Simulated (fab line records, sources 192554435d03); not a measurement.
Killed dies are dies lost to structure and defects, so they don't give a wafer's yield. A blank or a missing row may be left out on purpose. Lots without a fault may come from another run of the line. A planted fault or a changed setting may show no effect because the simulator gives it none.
Which tool did it? | flow n5_finfet | 10 lots, 28 wafers sampled, at 6 steps of a route of 1938

WHAT THE GAUGES READ, wafer by wafer
N5_BEOL_M3_THK_MEAS_53: measures by xrf. Usual: M3_THK 40.5 nm, standard deviation 1.3.
lot  | measured     | on            | M3_THK (nm)    | flag
L307 | day 8 18:33  | film_metro-02 | 39.4 43.0 42.7 |
L308 | day 9 03:34  | film_metro-02 | 40.7 41.4 40.7 |
L309 | day 9 11:20  | film_metro-02 | 40.2 40.5 41.1 |
L313 | day 10 08:52 | film_metro-02 | 41.6 40.7 41.7 |
L314 | day 10 10:47 | film_metro-01 | 39.7 38.6 40.6 |
L317 | day 11 12:35 | film_metro-01 | 37.9 37.6 38.2 |
L320 | day 12 12:44 | film_metro-01 | 41.8 41.5      |
L322 | day 12 15:31 | film_metro-01 | 39.2 41.8 40.9 |
L321 | day 13 02:15 | film_metro-01 | 39.6 41.2 40.5 |
L323 | day 13 10:04 | film_metro-01 | 39.5 41.3      |

N5_BEOL_M3_RS_MEAS_58: measures by four-point-probe. Usual: M3_RS 0.663 ohm/sq, standard deviation 0.027.
lot  | measured     | on            | M3_RS (ohm/sq)    | flag
L307 | day 8 18:49  | film_metro-01 | 0.692 0.619 0.627 |
L308 | day 9 03:52  | film_metro-02 | 0.663 0.652 0.660 |
L309 | day 9 11:38  | film_metro-02 | 0.677 0.670 0.657 |
L313 | day 10 09:07 | film_metro-02 | 0.637 0.651 0.637 |
L314 | day 10 11:04 | film_metro-02 | 0.673 0.698 0.658 |
L317 | day 11 12:51 | film_metro-02 | 0.716 0.721 0.707 |
L320 | day 12 13:10 | film_metro-02 | 0.637 0.641       |
L322 | day 12 15:47 | film_metro-02 | 0.696 0.639 0.661 |
L321 | day 13 02:36 | film_metro-01 | 0.686 0.651 0.666 |
L323 | day 13 10:20 | film_metro-01 | 0.683 0.641       |

N5_BEOL_M4_THK_MEAS_01. Usual: M4_ILD_THK 79.3 nm, standard deviation 1.1.
lot  | measured     | on            | M4_ILD_THK (nm) | flag
L307 | day 8 18:56  | film_metro-01 | 79.5 79.8 79.8  |
L308 | day 9 03:59  | film_metro-01 | 79.0 79.8 80.2  |
L309 | day 9 11:46  | film_metro-01 | 78.5 77.1 79.6  |
L313 | day 10 09:15 | film_metro-02 | 78.2 79.3 81.5  |
L314 | day 10 11:12 | film_metro-01 | 76.7 78.0 78.0  |
L317 | day 11 12:59 | film_metro-02 | 79.2 79.7 79.5  |
L320 | day 12 13:17 | film_metro-02 | 94.3 80.0       | OFF
L322 | day 12 15:56 | film_metro-02 | 78.4 93.4 93.6  | OFF
L321 | day 13 02:44 | film_metro-02 | 77.6 79.8 93.8  | OFF
L323 | day 13 10:29 | film_metro-02 | 93.4 92.7       | OFF

N5_BEOL_M4_RC_MEAS_101. Usual: DIBL_N 35.9 mV/V, standard deviation 1.3; DIBL_P 35.9 mV/V, standard deviation 1.6; IOFF_N 0.156 nA/um, standard deviation 0.022; IOFF_P 0.205 nA/um, standard deviation 0.023; ION_N 675 uA/um, standard deviation 9; ION_P 463 uA/um, standard deviation 5.6; SS_N 71.4 mV/dec, standard deviation 0.57; SS_P 73.1 mV/dec, standard deviation 0.52; VT_N 249.7 mV, standard deviation 2.8; VT_P -250.2 mV, standard deviation 2.5.
lot  | measured     | on        | DIBL_N (mV/V)  | DIBL_P (mV/V)  | IOFF_N (nA/um)    | IOFF_P (nA/um)    | ION_N (uA/um) | ION_P (uA/um) | SS_N (mV/dec)  | SS_P (mV/dec)  | VT_N (mV)         | VT_P (mV)            | flag
L307 | day 9 07:47  | prober-02 | 35.1 32.9 33.3 | 35.5 32.3 33.4 | 0.141 0.109 0.113 | 0.200 0.162 0.169 | 668 660 665   | 464 461 465   | 71.0 70.1 71.1 | 73.1 71.7 72.5 | 250.5 255.8 254.9 | -250.8 -251.4 -250.0 |
L308 | day 9 13:36  | prober-02 | 34.7 37.3 35.3 | 35.5 38.2 35.8 | 0.136 0.170 0.142 | 0.218 0.266 0.223 | 673 675 679   | 467 472 474   | 71.1 72.1 71.8 | 72.3 73.3 72.5 | 249.2 248.7 250.7 | -247.6 -243.5 -248.0 |
L309 | day 10 06:52 | prober-02 | 37.2 35.3 35.9 | 36.4 34.1 35.7 | 0.155 0.128 0.136 | 0.213 0.190 0.205 | 672 656 661   | 463 456 459   | 72.2 71.9 71.6 | 73.2 72.2 73.4 | 249.8 253.4 250.5 | -249.4 -249.6 -251.1 |
L313 | day 10 16:58 | prober-02 | 36.5 33.9 35.3 | 36.7 34.2 34.9 | 0.175 0.130 0.142 | 0.234 0.192 0.204 | 696 676 682   | 470 469 468   | 71.0 71.2 71.3 | 74.0 73.2 73.2 | 247.7 251.0 249.8 | -250.7 -249.3 -249.6 |
L314 | day 10 19:54 | prober-02 | 37.2 36.3 36.0 | 36.7 35.5 35.5 | 0.181 0.157 0.153 | 0.257 0.219 0.230 | 677 664 669   | 469 464 474   | 72.4 72.0 71.7 | 73.4 72.3 73.2 | 246.8 250.5 252.2 | -245.6 -248.8 -247.1 |
L317 | day 11 22:10 | prober-01 | 35.8 36.7 33.9 | 35.4 36.7 33.8 | 0.154 0.179 0.128 | 0.198 0.222 0.175 | 684 679 664   | 464 465 457   | 71.5 71.5 71.3 | 72.8 73.8 72.9 | 249.4 247.4 250.7 | -249.8 -249.7 -252.9 |
L320 | day 13 05:36 | prober-01 | 35.7 35.9      | 37.2 38.0      | 0.150 0.150       | 0.185 0.199       | 666 669       | 457 456       | 71.5 72.1      | 72.9 73.5      | 252.0 255.1       | -253.1 -250.2        |
L322 | day 13 05:27 | prober-02 | 38.2 37.4 39.1 | 37.6 36.7 39.4 | 0.172 0.151 0.197 | 0.217 0.204 0.249 | 680 663 679   | 462 457 463   | 71.6 71.9 72.1 | 74.0 73.9 74.4 | 247.7 251.6 246.0 | -248.9 -250.7 -247.2 |
L321 | day 13 14:47 | prober-01 | 34.5 35.3 32.4 | 35.4 36.1 33.1 | 0.140 0.154 0.116 | 0.186 0.202 0.156 | 673 676 664   | 460 459 457   | 71.1 72.1 70.8 | 72.7 72.4 72.0 | 249.2 250.1 254.7 | -253.0 -250.4 -251.6 |
L323 | day 14 02:27 | prober-01 | 34.8 35.1      | 33.5 33.4      | 0.121 0.122       | 0.176 0.179       | 667 669       | 466 464       | 71.0 70.9      | 72.4 73.0      | 252.6 252.8       | -252.6 -248.2        |

WHICH TOOL RAN EACH LOT (tool, then ch and the chambers of the sampled wafers, then the start)
lot  | N5_BEOL_M4_ILD_DEP_00           | N5_BEOL_M4_PECVD_72
L307 | pecvd-01 ch 0,1,2, day 8 18:52  | pecvd-03 ch 0,2, day 8 18:58
L308 | pecvd-01 ch 0,1,2, day 9 03:55  | pecvd-03 ch 0,2, day 9 04:03
L309 | pecvd-01 ch 0,1, day 9 11:41    | pecvd-04 ch 0,1, day 9 11:47
L313 | pecvd-01 ch 0,1,2, day 10 09:11 | pecvd-03 ch 0,1, day 10 09:17
L314 | pecvd-04 ch 0,1,2, day 10 11:08 | pecvd-01 ch 0,1,2, day 10 11:14
L317 | pecvd-04 ch 0,2, day 11 12:55   | pecvd-04 ch 0,1,2, day 11 13:01
L320 | pecvd-01 ch 0,1, day 12 13:13   | pecvd-03 ch 0,2, day 12 13:20
L322 | pecvd-01 ch 0,2, day 12 15:50   | pecvd-03 ch 0,1,2, day 12 15:58
L321 | pecvd-01 ch 0,1, day 13 02:40   | pecvd-04 ch 0,1,2, day 13 02:46
L323 | pecvd-01 ch 0, day 13 10:25     | pecvd-04 ch 1,2, day 13 10:31
- N5_BEOL_M4_ILD_DEP_00: deposits SiOC from DEMS/O2, target thk 79 nm, time 15.3 s.
- N5_BEOL_M4_PECVD_72: deposits SiO2 from TEOS/O2, target thk 16 nm, time 18 s.

WHAT THE TOOLS THEMSELVES READ (means of the sampled wafers that have a number; where no wafer has one, the mark that the record gives instead)
N5_BEOL_M4_ILD_DEP_00. Usual: heater_power_w 455 W, standard deviation 42; showerhead_plenum_p_Torr 5.698 Torr, standard deviation 0.011; throttle_valve_pct 12.1 %, standard deviation 0.65.
lot  | tool     | heater_power_w (W) | showerhead_plenum_p_Torr (Torr) | throttle_valve_pct (%) | flag
L307 | pecvd-01 | 412                | 5.708                           | 12.3                   |
L308 | pecvd-01 | 471                | 5.702                           | 12.5                   |
L309 | pecvd-01 | 428                | 5.704                           | 12.4                   |
L313 | pecvd-01 | 447                | 5.692                           | 12.5                   |
L314 | pecvd-04 | 420                | 5.704                           | 12.2                   |
L317 | pecvd-04 | 434                | 5.695                           | 11.7                   |
L320 | pecvd-01 | 456                | 5.702                           | 12.6                   |
L322 | pecvd-01 | 389                | 5.712                           | 12.1                   |
L321 | pecvd-01 | 467                | 5.703                           | 12.6                   |
L323 | pecvd-01 | 431                | 5.717                           | 12.1                   |

N5_BEOL_M4_PECVD_72. Usual: heater_power_w 692 W, standard deviation 61; showerhead_plenum_p_Torr 8.79 Torr, standard deviation 0.045; throttle_valve_pct 22.5 %, standard deviation 1.3.
lot  | tool     | heater_power_w (W) | showerhead_plenum_p_Torr (Torr) | throttle_valve_pct (%) | flag
L307 | pecvd-03 | 736                | 8.76                            | 21.6                   |
L308 | pecvd-03 | 725                | 8.79                            | 21.4                   |
L309 | pecvd-04 | 625                | 8.79                            | 23.7                   |
L313 | pecvd-03 | 749                | 8.80                            | 21.7                   |
L314 | pecvd-01 | 702                | 8.80                            | 23.3                   |
L317 | pecvd-04 | 675                | 8.80                            | 22.8                   |
L320 | pecvd-03 | 694                | 8.77                            | 20.6                   |
L322 | pecvd-03 | 732                | 8.77                            | 21.0                   |
L321 | pecvd-04 | 672                | 8.79                            | 22.9                   |
L323 | pecvd-04 | 656                | 8.76                            | 22.3                   |

THE ANSWER, worked out from the rows above alone
Rule: a lot is off if the mean of its wafers that have a number lies more than 3 standard deviations from the usual mean. A lot without any number at a reading at which 4 lots or more have one is off too. The other lots that the step has rows for count as sound. The gauges are gone through in route order, then the tools' own readings, and for those a lot's mean is taken as printed above. The first step at which some lot is off is used, and at that step the reading that is off furthest; a lot without a number counts as furthest.
Off: L320, L322, L321, L323, at N5_BEOL_M4_THK_MEAS_01 (M4_ILD_THK).
A tool fits if, at a process step before that reading, it ran every lot that is off, and no sound lot after the first of them. The gauges at N5_BEOL_M4_THK_MEAS_01 are tried like those tools. Can't be told from this: 2 tools fit, pecvd-01 at N5_BEOL_M4_ILD_DEP_00, film_metro-02 at N5_BEOL_M4_THK_MEAS_01.

WHAT THE SIMULATOR HAD PUT IN
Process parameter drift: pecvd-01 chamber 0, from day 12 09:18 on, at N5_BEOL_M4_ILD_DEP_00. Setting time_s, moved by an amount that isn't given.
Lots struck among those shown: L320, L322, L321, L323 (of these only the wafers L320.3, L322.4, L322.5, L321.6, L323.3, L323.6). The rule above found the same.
